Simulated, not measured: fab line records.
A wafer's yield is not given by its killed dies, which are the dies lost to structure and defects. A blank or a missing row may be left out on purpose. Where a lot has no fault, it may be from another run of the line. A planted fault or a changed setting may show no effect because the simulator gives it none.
Comparing a struck lot with a sound one	flow n5-finfet	39 steps out of a route of 1938
Sound: the wafers L786.2, L786.3, L786.6. Struck: wafer L783.3; the same lot's L783.2 was not struck, so it is left out; see the end for the cause.
Order at every step that has rows: each side's tool, ch and its chambers, its first start. Under that, the readings that differ: sound wafers	struck wafers	difference of the means	sigmas: that difference in standard deviations of wafers without a fault.
alike: words and numbers the same on both sides, and readings whose means are apart by under 2 such deviations; not compared: readings that were withheld, readings missing a value for some wafer, numbers with overlapping values and no deviation given by the record, and bounds like >300 which may hide the same value.
The two part at a step that has a row with sigmas, a row that says differs or no value, or rows on one side only. Non-overlapping numbers with no deviation appear without sigmas and do not part them. A reading that every wafer of one side lacks parts them only if that side has two wafers or more.

first, 9 steps without rows for these wafers: N5_BEOL_M13_SOFTBAKE_23 (time 60 s); N5_BEOL_M13_EXPOSE_25 (exposes mask M13, target cd 210 nm); N5_BEOL_M13_PEB_26 (peb time 90 s); N5_BEOL_M13_DEVELOP_27 (develop time 45 s); N5_BEOL_M13_HARDBAKE_32 (time 120 s); N5_BEOL_M13_DESCUM_33 (chemistry O2, time 7.9 s); N5_BEOL_M13_ETCH_67 (etches SiARC in CF4, target depth 143 nm, time 238.3 s); N5_BEOL_M13_ETCH_68 (etches SOC in N2/H2, time 355 s); N5_BEOL_M13_STRIP_69 (strips in N2/H2).
N5_BEOL_M13_TRENCH_ETCH_34: etches SiOC in C4F8/O2/Ar, target depth 413.47 nm, time 162.6 s.
  sound on rie-diel-02 ch 0,3, day 17 05:13; struck on rie-diel-01 ch 3, day 16 00:09
reading	sound	struck	difference	sigmas
drypump-motor-current-A (A)	5.3 5.5 5.3	6.6	+1.2	+2
model.etch.depth-nm (nm)	409.6 407.1 409.8	308.4	-100.4	
  alike: oes-product-au, rf-vpp-V, showerhead-plenum-p-Torr, throttle-valve-pct
  not compared: rf-hours-counter-h
then, 1 step without rows for these wafers: N5_BEOL_M13_STRIP_70 (strips in C4F8/O2/Ar).
N5_BEOL_M13_OCD_MEAS_35:
  sound on ocd-01 at day 17 05:24; struck on ocd-02 at day 16 00:20
reading	sound	struck	difference	sigmas
trench-depth-nm (nm)	409 407 410	309	-100	-18
then, 11 steps without rows for these wafers: N5_BEOL_M13_STRIP_37 (strips in N2/H2); N5_BEOL_M13_ETCH_38 (etches SiCN in CF4/N2, target depth 67.5 nm, time 71.9 s); N5_BEOL_M13_PRECLEAN_39 (cleans in residue remover, time 60 s); N5_BEOL_M13_SRD_40 (time 30 s, dry time 30 s); N5_BEOL_M13_DEGAS_41 (time 60 s); N5_BEOL_M13_PRE_CLEAN_42 (time 30 s); N5_BEOL_M13_SPUTTER_43 (material TaN, target thk 15 nm, time 24.19 s); N5_BEOL_M13_SPUTTER_44 (material Ta, target thk 10 nm, time 16.13 s); N5_BEOL_M13_SPUTTER_45 (material Cu, target thk 80 nm, time 13.33 s); N5_BEOL_M13_ECD_47 (material Cu, target thk 936 nm); N5_BEOL_M13_ANNEAL_48 (time 90 s).
N5_BEOL_M13_CMP_49: polishes, stops on SiOC, t overpolish 17.1 s, target thk 420 nm.
  sound on cmp-03 ch 0,1,2, day 17 09:04; struck on cmp-03 ch 0, day 16 02:55
reading	sound	struck	difference	sigmas
model.Cu_of_BEOL_M13_ECD_47.thk-nm (nm)	412.8 414 415.4	315.2	-98.9	
  alike: barrier-field-endpoint-s, edge-zone-pressure-frac, motor-current-A, overpolish-run-s
N5_BEOL_M13_THK_MEAS_50: measures by xrf.
  sound on film-metro-01 at day 17 09:22; struck on film-metro-01 at day 16 03:10
reading	sound	struck	difference	sigmas
M13_THK (nm)	416 415 416	315	-101	-15
then, 2 steps without rows for these wafers: N5_BEOL_M13_PRE_CLEAN_52 (time 15 s); N5_BEOL_M13_DEP_53 (deposits SiCN from 3MS/NH3, target thk 50 nm, time 17.8 s).
N5_BEOL_M13_RS_MEAS_54: measures by four-point-probe.
  sound on film-metro-02 at day 17 09:29; struck on film-metro-01 at day 16 03:17
reading	sound	struck	difference	sigmas
M13_RS (ohm/sq)	0.0458 0.0457 0.0454	0.0605	+0.0149	+24
then, 9 steps without rows for these wafers: N5_BEOL_M14_ILD_DEP_00 (deposits SiO2 from TEOS/O2, target thk 1119.3 nm, time 237.4 s); N5_BEOL_M14_COAT_58 (time 60 s, resist thk 89 nm); N5_BEOL_M14_COAT_04 (resist thk 800 nm); N5_BEOL_M14_EBR_06; N5_BEOL_M14_SOFTBAKE_05 (time 60 s); N5_BEOL_M14_EXPOSE_07 (exposes mask V13); N5_BEOL_M14_PEB_08 (peb time 90 s); N5_BEOL_M14_DEVELOP_09 (develop time 45 s); N5_BEOL_M14_HARDBAKE_14 (time 120 s).
N5_BEOL_M15_RC_MEAS_101:
  sound on prober-01 ch 0, day 17 22:07; struck on prober-02 ch 0, day 16 19:42
reading	sound	struck	difference	sigmas
COMB_M15 (S/m)	2.2e-12 2.1e-12 2.7e-12	4.1e-12	+1.8e-12	+3
COMB_M6 (S/m)	2.7e-11 2.6e-11 3e-11	1.7e-11	-1.1e-11	-2
SERP_M10 (ohm/um)	3.06 3.14 3.12	2.88	-0.23	-2
SERP_M12 (ohm/um)	0.598 0.605 0.597	0.653	+0.053	+2
SERP_M13 (ohm/um)	0.307 0.310 0.316	0.411	+0.100	+16
SERP_M13_max_site (ohm/um)	0.311 0.312 0.318	0.414	+0.100	+16
  alike: COMB_M10, COMB_M11, COMB_M12, COMB_M14, COMB_M5, COMB_M7, COMB_M8, COMB_M9, SERP_M11, SERP_M14, SERP_M5, SERP_M6, SERP_M7, SERP_M8, SERP_M9
N5_PASSIVATION_PROBE_49:
  the record has rows for the struck wafers here (prober-02, day 17 07:55) and none for the sound ones

WHERE THEY PART
Last at N5_PASSIVATION_PROBE_49 as far as this record goes, first at N5_BEOL_M13_TRENCH_ETCH_34.

WHY: whatever the simulator had introduced
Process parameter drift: rie-diel-01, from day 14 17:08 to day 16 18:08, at N5_BEOL_M13_TRENCH_ETCH_34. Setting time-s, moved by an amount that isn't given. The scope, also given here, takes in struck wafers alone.
